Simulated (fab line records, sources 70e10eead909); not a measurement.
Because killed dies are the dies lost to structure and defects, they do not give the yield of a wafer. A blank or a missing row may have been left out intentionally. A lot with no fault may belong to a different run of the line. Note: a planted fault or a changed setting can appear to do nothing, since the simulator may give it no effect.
Matching of chambers :: flow nand harc :: NHARC_P_M0_DEP_32 on pecvd-03 has 3 sister chambers
The step deposits SiCN, target thk 30 nm. 22 wafers are shown with their chamber, then 11 later ones without.

WAFERS, EACH WITH ITS CHAMBER
wafer: L075.2
chamber: 2
showerhead vpp V (V): 1243
heater power w (W): 676

wafer: L075.3
chamber: 0
showerhead vpp V (V): 1387
heater power w (W): 690

wafer: L075.4
chamber: 0
showerhead vpp V (V): 1387
heater power w (W): 681

wafer: L079.1
chamber: 1
showerhead vpp V (V): 1350
heater power w (W): 634

wafer: L079.5
chamber: 2
showerhead vpp V (V): 1256
heater power w (W): 590

wafer: L079.6
chamber: 0
showerhead vpp V (V): 1372
heater power w (W): 665

wafer: L080.4
chamber: 1
showerhead vpp V (V): 1377
heater power w (W): 661

wafer: L080.5
chamber: 2
showerhead vpp V (V): 1235
heater power w (W): 682

wafer: L080.6
chamber: 0
showerhead vpp V (V): 1384
heater power w (W): 667

wafer: L081.3
chamber: 0
showerhead vpp V (V): 1377
heater power w (W): 682

wafer: L081.4
chamber: 1
showerhead vpp V (V): 1347
heater power w (W): 588

wafer: L081.6
chamber: 0
showerhead vpp V (V): 1356
heater power w (W): 693

wafer: L082.1
chamber: 0
showerhead vpp V (V): 1383
heater power w (W): 666

wafer: L082.4
chamber: 1
showerhead vpp V (V): 1371
heater power w (W): 691

wafer: L082.5
chamber: 2
showerhead vpp V (V): 1255
heater power w (W): 661

wafer: L086.2
chamber: 2
showerhead vpp V (V): 1248
heater power w (W): 656

wafer: L086.3
chamber: 0
showerhead vpp V (V): 1378
heater power w (W): 712

wafer: L086.5
chamber: 1
showerhead vpp V (V): 1338
heater power w (W): 677

wafer: L087.4
chamber: 0
showerhead vpp V (V): 1403
heater power w (W): 688

wafer: L087.5
chamber: 2
showerhead vpp V (V): 1246
heater power w (W): 595

wafer: L087.6
chamber: 1
showerhead vpp V (V): 1357
heater power w (W): 707

wafer: L090.3
chamber: 2
showerhead vpp V (V): 1254
heater power w (W): 673

SIGNATURES (means of the wafers above)
reading: showerhead vpp V
chamber 0: 1380.78
chamber 1: 1356.67
chamber 2: 1248.14
scatter within a chamber: 12

reading: heater power w
chamber 0: 682.67
chamber 1: 659.67
chamber 2: 647.57
scatter within a chamber: 32.6
Rule: a wafer lies at a distance from a chamber equal to the root of the sum of squares, over the readings, of (its reading less the chamber's mean, divided by the reading's scatter). The wafer belongs to the nearest chamber; if the next one is less than 2 further off, it can't be placed. The scatter is the square root of a quotient: the sum, over the shown wafers, of each reading's squared deviation from its chamber's mean, divided by wafers minus chambers.

WAFERS MISSING THEIR CHAMBER
wafer: L090.5
showerhead vpp V (V): 1235
heater power w (W): 658

wafer: L090.6
showerhead vpp V (V): 1357
heater power w (W): 673

wafer: L092.3
showerhead vpp V (V): 1355
heater power w (W): 674

wafer: L092.4
showerhead vpp V (V): 1387
heater power w (W): 579

wafer: L092.6
showerhead vpp V (V): 1265
heater power w (W): 679

wafer: L094.4
showerhead vpp V (V): 1404
heater power w (W): 618

wafer: L094.5
showerhead vpp V (V): 1353
heater power w (W): 669

wafer: L094.6
showerhead vpp V (V): 1246
heater power w (W): 610

wafer: L095.1
showerhead vpp V (V): 1377
heater power w (W): 650

wafer: L095.5
showerhead vpp V (V): 1269
heater power w (W): 667

wafer: L095.6
showerhead vpp V (V): 1401
heater power w (W): 682

WHICH CHAMBER EACH WENT THROUGH
wafer: L090.5
from the rows above: 2
in truth: 2

wafer: L090.6
from the rows above: can't be placed: 1 or 0
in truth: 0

wafer: L092.3
from the rows above: can't be placed: 1 or 0
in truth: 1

wafer: L092.4
from the rows above: can't be placed: 0 or 1
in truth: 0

wafer: L092.6
from the rows above: 2
in truth: 2

wafer: L094.4
from the rows above: can't be placed: 0 or 1
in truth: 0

wafer: L094.5
from the rows above: can't be placed: 1 or 0
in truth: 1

wafer: L094.6
from the rows above: 2
in truth: 2

wafer: L095.1
from the rows above: can't be placed: 0 or 1
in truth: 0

wafer: L095.5
from the rows above: 2
in truth: 2

wafer: L095.6
from the rows above: 0
in truth: 0
Correct placement for 5 of the 11. Unplaceable from these rows: 6, with the true chamber sitting among the candidates in 6. 0 placed wrongly.
